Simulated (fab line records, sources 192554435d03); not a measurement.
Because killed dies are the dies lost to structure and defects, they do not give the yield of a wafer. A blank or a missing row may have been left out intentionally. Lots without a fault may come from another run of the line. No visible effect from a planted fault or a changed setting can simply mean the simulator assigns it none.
What tool caused it?	flow n5-finfet	24 lots with 72 wafers sampled at 3 steps, on a route of 1938 steps

== WHAT THE GAUGES SHOWED, per wafer ==
N5_BEOL_M12_THK_MEAS_50: measures by xrf.
lot	measured	on	M12_THK (nm)
L075	day 13 15:16	film-metro-02	315 308 313
L074	day 13 18:32	film-metro-01	320 320 314
L076	day 13 22:43	film-metro-01	312 312 318
L078	day 14 01:28	film-metro-01	309 317 317
L077	day 14 15:19	film-metro-02	319 314 313
L079	day 14 20:40	film-metro-02	304 311 315
L081	day 15 15:13	film-metro-02	314 312 315
L084	day 16 00:40	film-metro-02	318 315 313
L082	day 16 05:35	film-metro-01	318 316 316
L080	day 16 12:29	film-metro-02	314 314 310
L083	day 16 12:46	film-metro-01	311 315 319
L087	day 16 16:43	film-metro-01	313 328 315
L085	day 17 08:05	film-metro-01	311 312 307
L088	day 17 13:18	film-metro-02	314 303 310
L090	day 18 03:35	film-metro-02	316 331 315
L089	day 18 03:35	film-metro-02	311 319 309
L091	day 18 06:26	film-metro-02	316 317 315
L093	day 18 07:43	film-metro-02	311 312 305
L095	day 18 12:25	film-metro-02	312 314 308
L086	day 18 13:04	film-metro-02	318 311 316
L094	day 19 00:23	film-metro-02	322 313 323
L092	day 19 01:31	film-metro-02	324 326 317
L097	day 19 07:07	film-metro-02	324 315 326
L096	day 19 08:38	film-metro-02	326 309 310

== EACH LOT AND THE TOOL THAT RAN IT (in order: tool; ch and the chambers of the sampled wafers; start) ==
lot	N5_BEOL_M12_ANNEAL_48	N5_BEOL_M12_CMP_49
L075	rtp-anneal-01 ch 0, day 13 14:45	cmp-02 ch 1,3, day 13 15:00
L074	rtp-anneal-02 ch 0, day 13 17:56	cmp-02 ch 2,3, day 13 18:14
L076	rtp-anneal-01 ch 0, day 13 22:07	cmp-02 ch 0,1, day 13 22:25
L078	rtp-anneal-02 ch 0, day 14 00:35	cmp-02 ch 1,2,3, day 14 01:10
L077	rtp-anneal-01 ch 0, day 14 14:46	cmp-02 ch 0,3, day 14 15:01
L079	rtp-anneal-01 ch 0, day 14 20:12	cmp-03 ch 0,3, day 14 20:22
L081	rtp-anneal-02 ch 0, day 15 14:39	cmp-03 ch 0,1,3, day 15 15:02
L084	rtp-anneal-02 ch 0, day 15 23:32	cmp-02 ch 0,3, day 16 00:22
L082	rtp-anneal-01 ch 0, day 16 05:07	cmp-01 ch 1,2, day 16 05:17
L080	rtp-anneal-01 ch 0, day 16 11:54	cmp-02 ch 0,1,3, day 16 12:19
L083	rtp-anneal-01 ch 0, day 16 12:10	cmp-02 ch 0,1,3, day 16 12:31
L087	rtp-anneal-02 ch 0, day 16 16:08	cmp-03 ch 0,2,3, day 16 16:25
L085	rtp-anneal-01 ch 0, day 17 07:29	cmp-02 ch 0,3, day 17 07:49
L088	rtp-anneal-02 ch 0, day 17 12:47	cmp-02 ch 1,2, day 17 13:00
L090	rtp-anneal-01 ch 0, day 18 03:00	cmp-03 ch 1,2,3, day 18 03:18
L089	rtp-anneal-02 ch 0, day 18 03:04	cmp-02 ch 0,1, day 18 03:17
L091	rtp-anneal-02 ch 0, day 18 05:53	cmp-02 ch 0,1,3, day 18 06:08
L093	rtp-anneal-02 ch 0, day 18 07:06	cmp-01 ch 1,2,3, day 18 07:25
L095	rtp-anneal-02 ch 0, day 18 11:50	cmp-01 ch 0,1,3, day 18 12:08
L086	rtp-anneal-01 ch 0, day 18 12:34	cmp-01 ch 0,1,3, day 18 12:49
L094	rtp-anneal-02 ch 0, day 18 23:47	cmp-03 ch 0,3, day 19 00:05
L092	rtp-anneal-02 ch 0, day 19 00:58	cmp-02 ch 1,2, day 19 01:15
L097	rtp-anneal-01 ch 0, day 19 06:37	cmp-03 ch 2,3, day 19 06:49
L096	rtp-anneal-02 ch 0, day 19 08:07	cmp-03 ch 0,2, day 19 08:22
- N5_BEOL_M12_ANNEAL_48: time 90 s.
- N5_BEOL_M12_CMP_49: polishes, stops on SiOC, t overpolish 20.6 s, target thk 320 nm.

== WHAT THE TOOLS THEMSELVES READ (means of the sampled wafers that have a number; where no wafer has one, the mark that the record gives instead) ==
N5_BEOL_M12_ANNEAL_48.
lot	tool	wafer_temp_C_max
L075	rtp-anneal-01	225.99
L074	rtp-anneal-02	226.01
L076	rtp-anneal-01	226.02
L078	rtp-anneal-02	225.66
L077	rtp-anneal-01	225.73
L079	rtp-anneal-01	226.01
L081	rtp-anneal-02	225.59
L084	rtp-anneal-02	225.82
L082	rtp-anneal-01	226.35
L080	rtp-anneal-01	225.89
L083	rtp-anneal-01	226.25
L087	rtp-anneal-02	225.89
L085	rtp-anneal-01	225.95
L088	rtp-anneal-02	225.57
L090	rtp-anneal-01	225.93
L089	rtp-anneal-02	225.94
L091	rtp-anneal-02	225.69
L093	rtp-anneal-02	225.88
L095	rtp-anneal-02	225.87
L086	rtp-anneal-01	225.96
L094	rtp-anneal-02	225.75
L092	rtp-anneal-02	225.61
L097	rtp-anneal-01	225.87
L096	rtp-anneal-02	225.93

N5_BEOL_M12_CMP_49.
lot	tool	barrier-field-endpoint-s (s)	clearing-platen-down-force-psi (psi)	motor-current-A (A)	overpolish-run-s (s)
L075	cmp-02	29.9	1.4985	5.0	20.590
L074	cmp-02	29.7	1.4993	5.8	20.602
L076	cmp-02	29.8	1.4986	5.7	20.609
L078	cmp-02	29.0	1.4986	5.3	20.609
L077	cmp-02	29.9	1.4998	5.4	20.589
L079	cmp-03	29.6	1.5027	6.9	20.599
L081	cmp-03	29.7	1.4976	6.4	20.609
L084	cmp-02	29.5	1.5003	5.8	20.605
L082	cmp-01	29.9	1.5017	6.6	20.601
L080	cmp-02	29.7	1.4983	5.4	20.597
L083	cmp-02	30.1	1.4989	5.5	20.606
L087	cmp-03	29.9	1.5001	6.6	20.603
L085	cmp-02	29.4	1.4991	5.3	20.598
L088	cmp-02	29.8	1.5012	5.3	20.598
L090	cmp-03	30.6	1.5007	6.4	20.600
L089	cmp-02	30.0	1.4955	5.8	20.598
L091	cmp-02	29.2	1.5001	5.3	20.588
L093	cmp-01	30.2	1.4998	6.2	20.598
L095	cmp-01	31.0	1.5002	6.4	20.596
L086	cmp-01	29.6	1.5003	6.6	20.609
L094	cmp-03	31.0	1.5013	6.5	20.599
L092	cmp-02	30.0	1.4993	5.8	20.593
L097	cmp-03	30.0	1.5035	6.9	20.599
L096	cmp-03	29.9	1.5006	6.5	20.607

== THE ANSWER, worked out from the rows above alone ==
Rule: the usual values come from the lots themselves. The widest of any qualifying gaps counts: lots, ordered by their means at a reading, are off when they make up no more than a third of the lots, leave a main group of 4 or more, and stand apart from it by 3 or more times the standard deviation of that group's means. The tables above print the reading to a certain number of digits; a main group whose means all agree to those digits is not used. Also off: a lot with no number at a reading for which 4 or more lots have one. The other lots that the step has rows for count as sound. First the gauges in route order, then the tools' own readings, where a lot's mean is used as printed above. At the first step where some lot is off, the reading lying furthest off is the one used; lots without a number count as furthest.
No lot is off at any reading shown: from this, nothing can be told.

== WHAT THE SIMULATOR HAD INSERTED ==
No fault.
